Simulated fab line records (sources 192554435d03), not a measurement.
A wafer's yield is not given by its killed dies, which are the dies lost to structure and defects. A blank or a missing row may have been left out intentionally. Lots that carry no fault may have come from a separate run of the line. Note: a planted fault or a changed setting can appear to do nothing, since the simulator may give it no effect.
Chamber matching | flow n5_finfet | 4 sister chambers for N5_BEOL_M2_ALD_84 on ald_metal-01
The step deposits TaN, pulse time 2 s, purge time 3 s, co reactant purge time 2 s. 14 wafers are shown with their chamber, then 7 later ones without.

WAFERS, EACH WITH ITS CHAMBER
wafer  | chamber | heater_power_outer_w (W) | heater_power_w (W) | susceptor_temp_C (C)
L075.1 | 1       | 222                      | 408                | 275.19
L075.3 | 2       | 229                      | 416                | 275.22
L075.6 | 3       | 235                      | 393                | 274.54
L078.1 | 3       | 232                      | 407                | 275.07
L078.3 | 2       | 235                      | 417                | 275.09
L078.5 | 0       | 268                      | 426                | 274.63
L083.3 | 2       | 228                      | 422                | 274.96
L083.4 | 0       | 263                      | 439                | 274.86
L083.5 | 2       | 231                      | 418                | 274.67
L084.4 | 3       | 237                      | 401                | 275.00
L084.5 | 0       | 260                      | 433                | 274.60
L084.6 | 1       | 224                      | 399                | 274.77
L088.1 | 1       | 229                      | 405                | 275.01
L088.4 | 2       | 237                      | 408                | 274.85

SIGNATURES (averages over the wafers above)
reading              | chamber 0 | chamber 1 | chamber 2 | chamber 3 | scatter within a chamber
heater_power_outer_w | 263.67    | 225.00    | 232.00    | 234.67    | 3.62
heater_power_w       | 432.67    | 404.00    | 416.20    | 400.33    | 5.75
susceptor_temp_C     | 274.6967  | 274.9900  | 274.9580  | 274.8700  | 0.218
Rule: for each reading, subtract the chamber's mean from the wafer's reading, divide by that reading's scatter and square the result; add these up over the readings and take the root, which gives the wafer's distance from the chamber. If the next closest chamber is less than 2 further off than the closest, the wafer can't be placed; otherwise it belongs to the closest. The scatter is the square root of a quotient: the sum, over the shown wafers, of each reading's squared deviation from its chamber's mean, divided by wafers minus chambers.

WAFERS WITH NO CHAMBER GIVEN
wafer  | heater_power_outer_w (W) | heater_power_w (W) | susceptor_temp_C (C)
L088.5 | 226                      | 410                | 274.96
L092.1 | 264                      | 438                | 275.03
L092.2 | 233                      | 406                | 275.21
L092.3 | 224                      | 408                | 274.81
L097.2 | 265                      | 432                | 275.16
L097.3 | 234                      | 411                | 274.89
L097.6 | 267                      | 451                | 275.01

EACH ONE'S CHAMBER
wafer  | from the rows above          | in truth
L088.5 | can't be placed: 1 or 2 or 3 | 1
L092.1 | 0                            | 0
L092.2 | can't be placed: 3 or 2 or 1 | 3
L092.3 | can't be placed: 1 or 2      | 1
L097.2 | 0                            | 0
L097.3 | can't be placed: 2 or 3 or 1 | 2
L097.6 | 0                            | 0
3 of 7 placed correctly. These rows do not allow placing 4 (true chamber among the candidates in 4). Wrongly placed: 0.
